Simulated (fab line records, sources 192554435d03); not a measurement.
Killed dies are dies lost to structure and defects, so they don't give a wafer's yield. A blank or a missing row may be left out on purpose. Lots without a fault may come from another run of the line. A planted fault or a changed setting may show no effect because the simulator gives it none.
fab line records | flow n5_finfet
record lots=24 wafers=72 last_day=17
route steps=1938 shown GATE_CUT@473
lots that met no fault: from a run of the same line without faults
start_h: hours from the record's first day to the start of the lot's first wafer shown | wait_h: hours since the lot's step before | " the same as in the row above | L1.1+2: a row that stands for several wafers | - no value, or no start given | * or withheld: withheld | < > ~ a bound
route shown NAME@n: a module of which the file shows steps, and the number in the route of the first | usual: mean/standard deviation of fault-free wafers | same: alike in all rows | chamber/n: place in a boat | sites: the reading at each site | _std_site: their standard deviation | _edge_site: outer sites' mean less inner sites' | radius_mm: how far each site lies from the wafer's centre | mask NAME#n: copy n | behind: the tool/chamber that last shaped the wafer | hold: why the lot was held/for how many hours/how that ended | device: the transistor (n, p or np) that didn't switch | end of line: the same wafers' tests at the end of the route | a step without rows: its recipe alone | killed: dies lost to structure and defects at the first sort, not the wafer's yield | map: a wafer's dies, x killed, . not, _ none there
set.NAME: the setting as run; set.NAME@STEP: as run at that earlier step | model.NAME: the simulator's own value behind a step, which no gauge read
steps of the route over a sample of lots; a table a step, a row a wafer
services: from which hour (start_h, from the record's first day; less than 0 if before it) a tool's chamber was out of use, for how many hours, and why
## steps
# step N5_GATE_CUT_SAC_CAP_01
# recipe material=SiNx target_thk_a=240 temp_c=400 ald_precursor_family=SiH2I2 ald_co_reactant=N2/H2-plasma pulse_time_s=1 ald_cycles=480 purge_time_s=2 co_reactant_purge_time_s=2 pressure_torr=2
# usual heater_power_w=842/64 precursor_pulse_height_rel=1.000/0.02
# columns lot.wafer tool chamber start_h wait_h heater_power_w precursor_pulse_height_rel
L074.1 ald_sin-01 3 82.87 0.0 782 0.998
L074.2 " 1 " " 772 1.020
L074.4 " 2 " " 844 1.027
L075.3 ald_sin-01 1 93.79 2.1 759 1.020
L075.4 " 3 " " 787 1.026
L075.6 " 2 94.88 3.2 834 1.049
L076.1 ald_sin-03 0 93.95 1.3 798 1.021
L076.2 " 2 " " 763 1.017
L076.4 " 3 " " 935 0.994
L077.1 ald_sin-01 0 102.55 0.0 977 1.000
L077.2 " 1 " " 757 0.969
L077.5 " 2 103.64 1.1 846 1.018
L078.2 ald_sin-04 2 104.26 0.1 898 1.017
L078.3 " 1 " " 823 0.963
L078.5 " 1 105.34 1.2 822 0.992
L079.1 ald_sin-04 2 110.78 1.4 899 0.994
L079.2 " 3 " " 811 0.992
L079.6 " 1 111.87 2.5 814 0.962
L080.1 ald_sin-01 2 121.08 0.0 870 0.983
L080.2 " 0 " " 996 1.002
L080.4 " 3 " " 800 1.003
L081.2 ald_sin-03 2 121.53 0.0 793 0.997
L081.3 " 1 " " 797 0.984
L081.6 " 1 122.62 1.1 801 0.981
L082.1 ald_sin-03 0 131.48 0.0 800 1.014
L082.2 " 2 " " 789 0.983
L082.6 " 0 132.57 1.1 800 1.026
L083.1 ald_sin-04 2 133.32 0.0 887 0.994
L083.2 " 0 " " 857 0.964
L083.5 " 3 134.40 1.1 801 0.996
L084.2 ald_sin-04 3 143.96 0.0 820 0.979
L084.4 " 3 145.05 1.1 804 0.974
L084.5 " 1 " " 835 1.012
L085.1 ald_sin-04 3 150.32 0.0 791 0.967
L085.3 " 1 " " 836 1.024
L085.5 " 0 151.40 1.1 849 1.024
L086.1 ald_sin-04 0 155.91 0.6 853 0.997
L086.4 " 1 " " 836 1.014
L086.5 " 1 156.99 1.7 840 0.987
L087.1 ald_sin-03 0 161.12 0.1 770 1.005
L087.4 " 3 " " 943 0.996
L087.5 " 3 162.20 1.2 962 1.004
L088.1 ald_sin-01 2 166.68 0.0 855 1.015
L088.3 " 3 " " 800 0.983
L088.6 " 2 167.77 1.1 874 0.995
L089.3 ald_sin-01 3 173.05 0.0 787 0.974
L089.4 " 3 174.14 1.1 778 1.000
L089.6 " 0 " " 987 1.031
L090.4 ald_sin-01 1 177.08 1.1 760 1.004
L090.5 " 0 " " 951 0.995
L090.6 " 3 " " 798 1.000
L091.2 ald_sin-03 2 181.56 0.0 785 0.972
L091.3 " 1 " " 796 1.000
L091.5 " 3 182.65 1.1 943 1.020
L092.2 ald_sin-04 3 187.53 0.0 804 1.024
L092.4 " 0 " " 866 1.015
L092.5 " 1 188.62 1.1 823 0.997
L093.1 ald_sin-03 2 195.63 0.0 793 1.006
L093.5 " 0 196.71 1.1 799 1.001
L093.6 " 1 " " 800 1.006
L094.2 ald_sin-01 2 205.34 0.0 888 0.981
L094.4 " 2 206.43 1.1 867 0.994
L094.6 " 0 207.51 2.2 996 1.016
L095.1 ald_sin-04 3 207.80 0.0 821 1.012
L095.3 " 1 " " 840 1.022
L095.5 " 3 208.89 1.1 813 0.993
L096.2 ald_sin-04 1 214.82 0.0 829 1.001
L096.4 " 3 " " 814 0.996
L096.6 " 3 215.90 1.1 827 1.016
L097.2 ald_sin-03 2 219.94 0.2 789 1.027
L097.3 " 0 " " 769 0.982
L097.4 " 1 " " 787 0.996
# step N5_GATE_CUT_HM_DEP_46
# recipe material=SiO2 target_thk_a=1300 temp_c=400 precursor=TEOS/O2 pressure_torr=6.5 rf_w=900 teos_flow_sccm=161.4 gas=O2 flow_sccm=2650 time_s=26.6
# usual heater_power_w=563/110 showerhead_plenum_p_Torr=8.34/0.033 showerhead_vpp_V=1820/43 throttle_valve_pct=19.2/1.2
# same time_s=26.6
# columns lot.wafer tool chamber start_h wait_h heater_power_w showerhead_plenum_p_Torr showerhead_vpp_V throttle_valve_pct
L074.1 pecvd-02 0 85.47 0.0 666 8.32 1899 20.3
L074.2 " 2 " " 747 8.31 1795 17.7
L074.4 " 2 " " 736 8.31 1815 17.9
L075.3 pecvd-03 2 96.39 0.0 353 8.36 1881 17.4
L075.4 " 2 " " 361 8.35 1908 17.3
L075.6 " 1 " " 584 8.35 1766 19.8
L076.1 pecvd-02 2 96.55 0.0 734 8.30 1818 18.1
L076.2 " 1 " " 585 8.34 1852 18.9
L076.4 " 2 " " 776 8.31 1838 17.8
L077.1 pecvd-01 1 105.15 0.0 581 8.40 1810 21.7
L077.2 " 0 " " 330 8.28 1759 17.8
L077.5 " 2 " " 520 8.33 1786 19.2
L078.2 pecvd-02 0 106.85 0.0 610 8.32 1848 20.3
L078.3 " 1 " " 535 8.35 1853 19.1
L078.5 " 1 " " 530 8.33 1877 19.0
L079.1 pecvd-02 0 113.38 0.0 694 8.35 1892 20.2
L079.2 " 2 " " 748 8.32 1788 18.1
L079.6 " 2 " " 740 8.34 1820 18.0
L080.1 pecvd-02 1 123.68 0.0 600 8.35 1825 19.3
L080.2 " 0 " " 669 8.32 1895 20.7
L080.4 " 0 " " 689 8.31 1889 20.3
L081.2 pecvd-02 2 124.13 0.0 729 8.31 1829 17.8
L081.3 " 1 " " 586 8.32 1848 18.7
L081.6 " 0 " " 702 8.32 1873 20.3
L082.1 pecvd-03 0 134.08 0.0 516 8.38 1747 18.8
L082.2 " 2 " " 456 8.35 1896 17.6
L082.6 " 2 " " 471 8.35 1880 17.7
L083.1 pecvd-02 0 135.91 0.0 579 8.33 1858 20.1
L083.2 " 1 " " 642 8.34 1833 19.2
L083.5 " 2 " " 738 8.33 1821 18.0
L084.2 pecvd-02 2 146.58 0.0 683 8.31 1871 18.0
L084.4 " 0 " " 591 8.32 1853 20.1
L084.5 " 1 " " 643 8.34 1855 19.1
L085.1 pecvd-03 2 152.94 0.0 461 8.36 1898 17.4
L085.3 " 2 " " 462 8.36 1875 17.6
L085.5 " 0 " " 493 8.36 1755 19.0
L086.1 pecvd-02 2 158.51 0.0 722 8.32 1793 17.9
L086.4 " 0 " " 658 8.35 1852 20.5
L086.5 " 2 " " 724 8.33 1859 18.0
L087.1 pecvd-02 0 163.74 0.0 648 8.32 1845 20.2
L087.4 " 2 " " 609 8.32 1806 18.0
L087.5 " 0 " " 641 8.30 1839 20.1
L088.1 pecvd-01 1 169.28 0.0 570 8.43 1783 21.9
L088.3 " 2 " " 432 8.36 1778 19.3
L088.6 " 2 " " 442 8.36 1774 19.1
L089.3 pecvd-03 1 175.67 0.1 519 8.37 1774 19.8
L089.4 " 2 " " 374 8.38 1882 17.7
L089.6 " 1 " " 550 8.35 1753 19.7
L090.4 pecvd-01 1 178.62 0.1 588 8.44 1783 21.8
L090.5 " 0 " " 423 8.29 1751 18.1
L090.6 " 2 " " 421 8.37 1781 19.2
L091.2 pecvd-01 2 184.16 0.0 546 8.34 1777 19.2
L091.3 " 0 " " 412 8.29 1750 18.4
L091.5 " 1 " " 679 8.43 1799 21.8
L092.2 pecvd-03 1 190.13 0.0 563 8.36 1751 19.8
L092.4 " 0 " " 556 8.36 1749 18.9
L092.5 " 2 " " 398 8.38 1844 17.7
L093.1 pecvd-02 1 198.22 0.0 615 8.35 1816 18.9
L093.5 " 1 " " 628 8.36 1842 18.9
L093.6 " 2 " " 684 8.34 1806 18.2
L094.2 pecvd-02 2 209.06 0.0 602 8.31 1773 18.2
L094.4 " 2 " " 615 8.32 1814 18.2
L094.6 " 0 " " 558 8.31 1889 20.2
L095.1 pecvd-02 0 210.42 0.0 538 8.33 1831 20.0
L095.3 " 2 " " 602 8.31 1832 18.1
L095.5 " 2 " " 625 8.33 1823 18.2
L096.2 pecvd-01 1 217.44 0.0 652 8.42 1804 21.8
L096.4 " 1 " " 627 8.41 1822 21.6
L096.6 " 1 " " 637 8.41 1758 21.9
L097.2 pecvd-03 2 222.54 0.0 442 8.36 1883 18.0
L097.3 " 0 " " 517 8.37 1782 18.9
L097.4 " 0 " " 536 8.37 1761 18.9
# step N5_GATE_CUT_STRIP_42
# recipe chemistry=O2 power_w=400 temp_c=40 pressure_mtorr=30 rf_frequency_hz=6e+07 bias_power_w=0 overash_fraction=0.3 o2_flow_sccm=225
# usual drypump_motor_current_A=5.6/0.43 oes_product_au=0.78/0.06 rf_vpp_V=3.7/0.48 showerhead_plenum_p_Torr=2.10/0.081 throttle_valve_pct=16.58/0.17
# columns lot.wafer tool chamber start_h wait_h drypump_motor_current_A oes_product_au rf_hours_counter_h rf_vpp_V showerhead_plenum_p_Torr throttle_valve_pct
L074.1 rie_diel-02 0 86.17 0.0 5.0 0.78 141 3.3 2.11 16.68
L074.2 " 1 " " 6.0 0.82 117 3.8 2.00 16.24
L074.4 " 2 " " 5.9 0.75 171 3.6 2.07 16.69
L075.3 rie_diel-02 1 97.09 0.0 6.0 0.81 120 3.9 2.00 16.26
L075.4 " 3 " " 5.5 0.76 125 3.7 2.18 16.58
L075.6 " 3 " " 5.5 0.77 - 2.5 2.18 16.58
L076.1 rie_diel-06 1 97.26 0.0 4.7 0.70 204 3.3 2.08 16.78
L076.2 " 2 " " 5.4 0.87 62 3.3 2.25 16.61
L076.4 " 0 " " 5.6 0.67 251 4.5 2.13 16.65
L077.1 rie_diel-02 2 106.02 0.0 5.9 0.75 177 3.6 2.07 16.70
L077.2 " 3 " " 5.5 0.77 128 4.4 2.18 16.57
L077.5 " 3 " " 5.4 0.76 - 3.4 2.18 16.57
L078.2 rie_diel-06 3 107.56 0.0 5.9 0.82 114 3.6 1.94 16.32
L078.3 " 1 " " 4.7 0.69 207 3.1 2.08 16.79
L078.5 " 1 " " 4.7 0.69 - 4.6 2.08 16.77
L079.1 rie_diel-02 3 114.40 0.0 5.5 0.76 131 4.3 2.18 16.58
L079.2 " 0 " " 5.0 0.76 148 3.0 2.11 16.69
L079.6 " 2 " " 5.9 0.75 - 4.3 2.07 16.71
L080.1 rie_diel-06 1 124.45 0.0 4.7 0.69 215 3.7 2.08 16.79
L080.2 " 2 " " 5.4 0.85 72 3.4 2.24 16.64
L080.4 " 3 " " 5.9 0.81 - 3.4 1.93 16.32
L081.2 rie_diel-02 2 124.83 0.0 5.9 0.74 183 3.7 2.07 16.70
L081.3 " 0 " " 5.1 0.76 152 3.0 2.11 16.70
L081.6 " 1 " " 6.0 0.80 - 4.4 2.00 16.27
L082.1 rie_diel-02 1 135.01 0.0 6.1 0.80 131 2.7 2.00 16.29
L082.2 " 2 " " 5.9 0.73 186 4.1 2.07 16.71
L082.6 " 3 " " 5.5 0.75 - 4.1 2.18 16.60
L083.1 rie_diel-02 1 136.75 0.0 6.0 0.80 132 3.5 2.00 16.29
L083.2 " 2 " " 5.9 0.75 187 2.8 2.07 16.72
L083.5 " 0 " " 5.0 0.76 - 4.3 2.11 16.70
L084.2 rie_diel-02 2 147.28 0.0 5.9 0.73 191 4.6 2.06 16.72
L084.4 " 1 " " 6.0 0.79 136 4.2 2.00 16.28
L084.5 " 1 " " 6.0 0.80 - 3.3 2.00 16.30
L085.1 rie_diel-05 2 153.66 0.0 5.1 0.84 60 4.3 2.22 16.50
L085.3 " 0 " " 6.0 0.84 62 3.9 2.12 16.52
L085.5 " 3 " " 5.2 0.84 - 3.7 2.15 16.56
L086.1 rie_diel-02 3 159.37 0.0 5.5 0.75 143 3.6 2.18 16.62
L086.4 " 1 " " 6.0 0.80 139 3.8 2.00 16.29
L086.5 " 2 " " 5.9 0.72 - 4.3 2.06 16.73
L087.1 rie_diel-02 2 164.47 0.0 5.9 0.72 197 4.3 2.06 16.73
L087.4 " 0 " " 5.0 0.73 165 4.0 2.10 16.72
L087.5 " 2 " " 5.9 0.72 - 4.4 2.06 16.74
L088.1 rie_diel-02 1 170.31 0.0 6.0 0.78 143 4.0 2.00 16.31
L088.3 " 3 " " 5.4 0.75 147 3.5 2.17 16.61
L088.6 " 2 " " 5.9 0.72 - 3.5 2.06 16.72
L089.3 rie_diel-06 3 176.58 0.0 5.9 0.80 138 3.8 1.93 16.35
L089.4 " 1 " " 4.7 0.68 232 3.1 2.07 16.81
L089.6 " 3 " " 5.9 0.79 - 3.3 1.93 16.36
L090.4 rie_diel-05 0 179.42 0.0 6.0 0.83 69 2.9 2.12 16.55
L090.5 " 0 " " 6.0 0.84 - 4.1 2.12 16.54
L090.6 " 1 " " 5.8 0.89 - 4.1 2.15 16.67
L091.2 rie_diel-05 3 184.86 0.0 5.1 0.84 47 3.1 2.14 16.57
L091.3 " 2 " " 5.1 0.83 69 3.6 2.22 16.51
L091.5 " 0 " " 6.0 0.83 - 4.2 2.12 16.54
L092.2 rie_diel-06 3 190.96 0.0 5.9 0.79 142 3.8 1.93 16.33
L092.4 " 2 " " 5.4 0.83 93 3.4 2.23 16.69
L092.5 " 2 " " 5.4 0.83 - 2.5 2.23 16.67
L093.1 rie_diel-02 2 199.19 0.0 5.9 0.72 206 2.8 2.06 16.76
L093.5 " 0 " " 5.0 0.74 - 3.0 2.10 16.73
L093.6 " 3 " " 5.5 0.74 - 2.8 2.17 16.64
L094.2 rie_diel-05 3 209.76 0.0 5.2 0.83 54 4.2 2.14 16.59
L094.4 " 0 " " 6.0 0.83 - 3.5 2.11 16.56
L094.6 " 3 " " 5.2 0.83 - 3.4 2.14 16.59
L095.1 rie_diel-05 3 211.15 0.0 5.2 0.83 55 3.4 2.14 16.57
L095.3 " 0 " " 6.0 0.82 79 3.5 2.11 16.56
L095.5 " 1 " " 5.8 0.87 - 4.2 2.15 16.70
L096.2 rie_diel-06 0 218.16 0.0 5.7 0.92 25 3.9 2.12 16.30
L096.4 " 3 " " 5.9 0.79 151 4.3 1.92 16.37
L096.6 " 2 " " 5.4 0.82 - 3.9 2.23 16.69
L097.2 rie_diel-06 0 223.37 0.0 5.7 0.91 27 3.6 2.12 16.30
L097.3 " 2 " " 5.4 0.82 104 3.9 2.23 16.70
L097.4 " 3 " " 5.9 0.78 152 4.0 1.92 16.38
# step N5_GATE_CUT_CUT_ETCH_53
# recipe chemistry=SF6/Cl2 target=W mask_material=SiO2 target_depth_a=792 pressure_mtorr=8 icp_w=900 bias_w=80 SF6_flow_sccm=40 Cl2_flow_sccm=60 ends=cleared
# usual drypump_motor_current_A=5.8/0.55 etch_rf_on_time_s=26.5/0.87 oes_product_au=0.67/0.08 throttle_valve_pct=29.10/0.22
# columns lot.wafer tool chamber start_h wait_h drypump_motor_current_A etch_rf_on_time_s oes_product_au rf_hours_counter_h throttle_valve_pct
L074.1 rie_metal-01 1 86.32 0.1 5.5 26.4 0.62 86 29.14
L074.2 " 0 " " 5.4 26.8 0.75 24 28.94
L074.4 " 0 " " 5.4 26.6 0.75 - 28.96
L075.3 rie_metal-03 0 97.26 0.1 5.3 26.9 0.75 - 29.11
L075.4 " 1 " " 6.6 26.1 0.73 - 28.81
L075.6 " 0 " " 5.2 27.0 0.75 - 29.12
L076.1 rie_metal-01 1 97.41 0.1 5.5 26.0 0.62 87 29.13
L076.2 " 0 " " 5.4 26.4 0.75 25 28.96
L076.4 " 1 " " 5.5 26.1 0.62 - 29.13
L077.1 rie_metal-03 0 106.17 0.1 5.2 27.3 0.74 21 29.12
L077.2 " 1 " " 6.6 26.5 0.72 32 28.80
L077.5 " 1 " " 6.6 26.1 0.73 - 28.81
L078.2 rie_metal-03 1 107.71 0.1 6.6 26.1 0.73 32 28.81
L078.3 " 0 " " 5.2 27.1 0.74 - 29.12
L078.5 " 1 " " 6.6 26.1 0.73 - 28.82
L079.1 rie_metal-03 1 114.55 0.1 6.6 26.1 0.73 33 28.83
L079.2 " 0 " " 5.2 27.2 0.74 22 29.12
L079.6 " 1 " " 6.6 26.2 0.72 - 28.82
L080.1 rie_metal-02 1 124.60 0.1 6.4 27.8 0.52 135 29.62
L080.2 " 0 " " 5.5 24.8 0.58 103 29.10
L080.4 " 1 " " 6.4 27.9 0.52 - 29.61
L081.2 rie_metal-01 1 124.98 0.1 5.5 25.9 0.61 90 29.14
L081.3 " 0 " " 5.4 26.0 0.75 - 28.95
L081.6 " 0 " " 5.4 26.3 0.75 - 28.96
L082.1 rie_metal-02 1 135.16 0.1 6.4 27.9 0.52 136 29.63
L082.2 " 0 " " 5.5 24.9 0.58 104 29.10
L082.6 " 1 " " 6.5 27.6 0.52 - 29.61
L083.1 rie_metal-02 1 136.90 0.1 6.4 27.8 0.52 136 29.62
L083.2 " 0 " " 5.5 24.8 0.58 104 29.08
L083.5 " 0 " " 5.5 24.8 0.59 - 29.09
L084.2 rie_metal-02 0 147.43 0.1 5.5 24.7 0.58 105 29.11
L084.4 " 1 " " 6.4 27.9 0.52 - 29.62
L084.5 " 0 " " 5.5 24.7 0.58 - 29.10
L085.1 rie_metal-01 1 153.81 0.1 5.5 26.2 0.60 92 29.15
L085.3 " 1 " " 5.5 26.3 0.61 - 29.16
L085.5 " 1 " " 5.5 26.0 0.61 - 29.14
L086.1 rie_metal-03 1 159.52 0.1 6.6 26.4 0.72 36 28.83
L086.4 " 1 " " 6.6 26.4 0.72 - 28.82
L086.5 " 1 " " 6.6 26.5 0.71 - 28.82
L087.1 rie_metal-02 0 164.61 0.1 5.5 24.8 0.57 107 29.10
L087.4 " 0 " " 5.5 24.8 0.58 - 29.10
L087.5 " 0 " " 5.5 24.6 0.58 - 29.10
L088.1 rie_metal-01 0 170.46 0.1 5.4 26.5 0.73 32 28.95
L088.3 " 1 " " 5.5 26.0 0.61 - 29.16
L088.6 " 0 " " 5.4 26.6 0.72 - 28.97
L089.3 rie_metal-01 1 176.74 0.1 5.5 25.9 0.61 - 29.16
L089.4 " 0 " " 5.4 26.3 0.73 - 28.99
L089.6 " 0 " " 5.4 26.6 0.73 - 28.97
L090.4 rie_metal-03 0 179.59 0.1 5.2 27.4 0.72 - 29.13
L090.5 " 1 " " 6.6 26.4 0.71 - 28.81
L090.6 " 0 " " 5.2 27.5 0.71 - 29.13
L091.2 rie_metal-03 0 185.01 0.1 5.2 27.5 0.72 29 29.13
L091.3 " 0 " " 5.2 27.7 0.71 - 29.11
L091.5 " 0 " " 5.2 27.6 0.71 - 29.12
L092.2 rie_metal-01 1 191.11 0.1 5.5 26.5 0.59 96 29.16
L092.4 " 1 " " 5.5 26.4 0.60 - 29.16
L092.5 " 1 " " 5.5 26.2 0.60 - 29.17
L093.1 rie_metal-03 0 199.34 0.1 5.2 27.0 0.71 30 29.13
L093.5 " 0 " " 5.2 27.1 0.71 - 29.13
L093.6 " 1 " " 6.6 26.6 0.70 - 28.84
L094.2 rie_metal-01 1 209.91 0.1 5.5 26.1 0.60 97 29.16
L094.4 " 0 " " 5.4 26.3 0.73 - 28.98
L094.6 " 0 " " 5.4 26.3 0.72 - 28.98
L095.1 rie_metal-02 1 211.30 0.1 6.4 27.5 0.82 2 29.43
L095.3 " 1 " " 6.4 27.6 0.81 - 29.44
L095.5 " 0 " " 5.5 24.4 0.58 - 29.10
L096.2 rie_metal-03 1 218.31 0.1 6.6 27.0 0.69 43 28.83
L096.4 " 1 " " 6.6 26.9 0.69 - 28.84
L096.6 " 1 " " 6.6 27.0 0.69 - 28.84
L097.2 rie_metal-01 1 223.52 0.1 5.5 26.3 0.60 99 29.19
L097.3 " 1 " " 5.5 26.5 0.59 - 29.17
L097.4 " 0 " " 5.4 26.0 0.73 - 29.00
# step N5_GATE_CUT_VAPOR_ETCH_49
# recipe chemistry=BCl3/Cl2 target=TiAlC mode=isotropic
# usual drypump_motor_current_A=5.8/0.54 oes_product_au=0.74/0.093
# columns lot.wafer tool chamber start_h wait_h drypump_motor_current_A oes_product_au
L074.1 rie_metal-01 1 86.53 0.0 5.5 0.68
L074.2 " 0 " " 5.4 0.84
L074.4 " 0 " " 5.4 0.85
L075.3 rie_metal-03 0 97.46 0.0 5.2 0.84
L075.4 " 1 " " 6.6 0.82
L075.6 " 0 " " 5.2 0.84
L076.1 rie_metal-01 1 97.62 0.0 5.5 0.68
L076.2 " 0 " " 5.4 0.83
L076.4 " 1 " " 5.5 0.68
L077.1 rie_metal-03 0 106.38 0.0 5.2 0.83
L077.2 " 1 " " 6.6 0.83
L077.5 " 1 " " 6.6 0.83
L078.2 rie_metal-03 1 107.92 0.0 6.6 0.81
L078.3 " 0 " " 5.2 0.83
L078.5 " 1 " " 6.6 0.82
L079.1 rie_metal-03 1 114.76 0.0 6.6 0.81
L079.2 " 0 " " 5.2 0.83
L079.6 " 1 " " 6.6 0.81
L080.1 rie_metal-02 1 124.81 0.0 6.4 0.60
L080.2 " 0 " " 5.5 0.62
L080.4 " 1 " " 6.5 0.60
L081.2 rie_metal-01 1 125.19 0.0 5.5 0.67
L081.3 " 0 " " 5.4 0.83
L081.6 " 0 " " 5.4 0.83
L082.1 rie_metal-02 1 135.37 0.0 6.4 0.59
L082.2 " 0 " " 5.5 0.63
L082.6 " 1 " " 6.4 0.60
L083.1 rie_metal-02 1 137.11 0.0 6.4 0.60
L083.2 " 0 " " 5.5 0.62
L083.5 " 0 " " 5.5 0.63
L084.2 rie_metal-02 0 147.64 0.0 5.5 0.63
L084.4 " 1 " " 6.4 0.59
L084.5 " 0 " " 5.5 0.62
L085.1 rie_metal-01 1 154.02 0.0 5.5 0.66
L085.3 " 1 " " 5.5 0.67
L085.5 " 1 " " 5.5 0.66
L086.1 rie_metal-03 1 159.73 0.0 6.6 0.81
L086.4 " 1 " " 6.6 0.80
L086.5 " 1 " " 6.6 0.80
L087.1 rie_metal-02 0 164.82 0.0 5.5 0.62
L087.4 " 0 " " 5.5 0.62
L087.5 " 0 " " 5.5 0.63
L088.1 rie_metal-01 0 170.67 0.0 5.4 0.81
L088.3 " 1 " " 5.5 0.66
L088.6 " 0 " " 5.4 0.81
L089.3 rie_metal-01 1 176.94 0.0 5.5 0.66
L089.4 " 0 " " 5.4 0.81
L089.6 " 0 " " 5.4 0.80
L090.4 rie_metal-03 0 179.79 0.0 5.2 0.81
L090.5 " 1 " " 6.6 0.80
L090.6 " 0 " " 5.2 0.81
L091.2 rie_metal-03 0 185.22 0.0 5.2 0.81
L091.3 " 0 " " 5.2 0.80
L091.5 " 0 " " 5.2 0.81
L092.2 rie_metal-01 1 191.32 0.0 5.5 0.66
L092.4 " 1 " " 5.5 0.66
L092.5 " 1 " " 5.5 0.66
L093.1 rie_metal-03 0 199.55 0.0 5.2 0.80
L093.5 " 0 " " 5.2 0.80
L093.6 " 1 " " 6.6 0.78
L094.2 rie_metal-01 1 210.12 0.0 5.5 0.66
L094.4 " 0 " " 5.4 0.80
L094.6 " 0 " " 5.4 0.81
L095.1 rie_metal-02 1 211.51 0.0 6.4 0.93
L095.3 " 1 " " 6.4 0.93
L095.5 " 0 " " 5.5 0.62
L096.2 rie_metal-03 1 218.52 0.0 6.6 0.78
L096.4 " 1 " " 6.6 0.78
L096.6 " 1 " " 6.6 0.78
L097.2 rie_metal-01 1 223.73 0.0 5.5 0.65
L097.3 " 1 " " 5.5 0.65
L097.4 " 0 " " 5.4 0.80
# step N5_GATE_CUT_CMP_23
# recipe stop_on=SiO2 t_overpolish_s=23.4 post_cmp_clean=alkaline_brush down_force_psi=2.5 platen_rpm=51.8 pad_velocity_m_s=1.0307 target_thk_nm=16
# usual motor_current_A=9.3/1.2 overpolish_run_s=23.397/0.0085 slurry_flow_ml_min=150.1/0.46 time_to_endpoint_s=18/3
# columns lot.wafer tool chamber start_h wait_h motor_current_A overpolish_run_s slurry_flow_ml_min time_to_endpoint_s
L074.4 cmp-01 1 88.26 0.8 7.9 23.412 149.9 19
L074.1 " 2 " " 10.3 23.409 150.7 19
L074.2 " 3 " " 8.1 23.394 150.4 15
L075.3 cmp-03 2 100.31 0.8 9.8 23.393 149.9 13
L075.4 " 3 " " 8.5 23.386 150.6 13
L075.6 " 0 " " 8.1 23.400 150.4 19
L076.2 cmp-01 3 100.40 0.8 8.4 23.403 149.7 14
L076.1 " 0 " " 9.9 23.389 150.2 19
L076.4 " 1 " " 7.9 23.404 150.0 19
L077.1 cmp-04 0 108.11 0.8 8.3 23.397 150.1 17
L077.2 " 2 " " 8.6 23.406 149.6 19
L077.5 " 1 " " 10.3 23.390 150.0 17
L078.3 cmp-04 3 109.72 0.8 10.3 23.398 150.4 19
L078.2 " 0 " " 9.3 23.379 150.2 14
L078.5 " 2 " " 8.8 23.391 149.5 18
L079.2 cmp-04 1 116.48 0.8 10.8 23.401 149.7 21
L079.1 " 0 " " 9.0 23.400 150.0 17
L079.6 " 1 " " 10.4 23.396 149.9 17
L080.1 cmp-01 1 126.57 0.8 7.9 23.388 149.6 18
L080.2 " 2 " " 10.1 23.403 150.4 14
L080.4 " 3 " " 7.7 23.378 148.9 13
L081.3 cmp-01 0 126.92 0.8 10.0 23.401 150.1 17
L081.2 " 1 " " 8.6 23.391 150.4 15
L081.6 " 0 " " 10.3 23.401 150.3 17
L082.1 cmp-03 3 137.14 0.8 8.3 23.409 149.9 13
L082.2 " 0 " " 7.4 23.402 150.2 20
L082.6 " 2 " " 9.5 23.390 150.0 13
L083.1 cmp-01 1 139.08 0.8 7.7 23.409 150.2 16
L083.2 " 3 " " 8.1 23.395 149.8 11
L083.5 " 0 " " 10.5 23.391 150.5 19
L084.2 cmp-01 3 149.36 0.8 8.1 23.397 150.1 16
L084.4 " 1 " " 7.7 23.401 150.4 18
L084.5 " 0 " " 10.4 23.394 149.6 23
L085.3 cmp-04 0 156.01 0.8 9.3 23.408 149.6 17
L085.1 " 1 " " 10.7 23.403 150.1 21
L085.5 " 2 " " 8.8 23.400 149.7 22
L086.4 cmp-01 1 161.76 0.8 8.4 23.403 150.2 18
L086.1 " 3 " " 8.1 23.398 150.7 17
L086.5 " 1 " " 7.7 23.399 150.1 19
L087.4 cmp-04 3 166.59 0.8 10.7 23.401 149.9 22
L087.1 " 0 " " 9.0 23.421 150.5 21
L087.5 " 3 " " 10.6 23.404 149.5 26
L088.3 cmp-04 2 172.79 0.8 8.7 23.403 150.7 25
L088.1 " 3 " " 11.1 23.389 150.1 25
L088.6 " 2 " " 9.1 23.398 150.4 23
L089.3 cmp-03 2 178.67 0.8 9.0 23.400 149.4 17
L089.4 " 1 " " 12.6 23.397 149.4 19
L089.6 " 2 " " 9.1 23.403 149.7 16
L090.4 cmp-03 0 181.54 0.8 8.0 23.396 149.8 26
L090.6 " 3 " " 8.2 23.391 149.6 19
L090.5 " 0 " " 7.9 23.398 150.5 22
L091.2 cmp-01 3 187.60 0.8 7.8 23.401 149.7 16
L091.3 " 0 " " 10.2 23.386 150.0 25
L091.5 " 1 " " 7.9 23.391 150.2 22
L092.4 cmp-01 1 193.08 0.8 8.3 23.414 149.7 17
L092.2 " 3 " " 8.3 23.402 149.8 15
L092.5 " 1 " " 7.9 23.414 150.0 19
L093.1 cmp-01 0 201.27 0.8 10.2 23.417 150.9 23
L093.6 " 0 " " 10.2 23.398 149.9 21
L093.5 " 1 " " 8.7 23.386 149.9 18
L094.2 cmp-04 0 211.88 0.8 8.7 23.390 149.9 16
L094.4 " 2 " " 8.6 23.391 150.2 19
L094.6 " 0 " " 9.1 23.391 150.1 20
L095.1 cmp-01 0 213.23 0.8 10.2 23.399 150.0 21
L095.3 " 1 " " 8.0 23.408 150.0 17
L095.5 " 1 " " 8.0 23.396 149.7 18
L096.4 cmp-04 2 220.38 0.8 8.4 23.395 150.9 17
L096.2 " 0 " " 9.1 23.377 149.8 19
L096.6 " 2 " " 8.4 23.406 149.8 18
L097.3 cmp-01 0 225.45 0.8 10.1 23.395 150.5 22
L097.2 " 2 " " 10.2 23.407 150.7 20
L097.4 " 3 " " 8.5 23.391 150.3 15
## services
# columns tool chamber start_h hours kind
pecvd-01 - 65.20 12.1 repair
cmp-01 - 70.69 3.3 pm
rie_diel-05 0 73.14 6.9 repair
cmp-01 - 77.15 3.3 repair
rie_diel-02 2 79.85 2.1 repair
ald_sin-04 - 85.37 14.0 pm
rie_metal-03 - 87.97 1.4 pm
cmp-04 - 123.58 4.3 pm
pecvd-02 - 130.66 0.8 repair
rie_diel-02 3 135.96 8.7 repair
cmp-01 - 151.31 0.8 repair
cmp-01 - 156.57 4.0 pm
pecvd-03 - 164.72 2.6 repair
ald_sin-01 2 170.46 11.1 repair
cmp-04 - 176.16 0.5 repair
rie_metal-02 - 177.63 0.5 repair
cmp-01 - 180.06 2.0 repair
cmp-04 - 183.18 3.0 repair
ald_sin-01 1 193.80 28.9 repair
rie_metal-01 - 195.47 1.3 repair
ald_sin-03 2 199.00 3.5 repair
ald_sin-04 0 206.56 3.3 repair
rie_diel-05 2 208.68 3.8 repair
pecvd-02 - 212.28 0.4 repair
## key
fault none
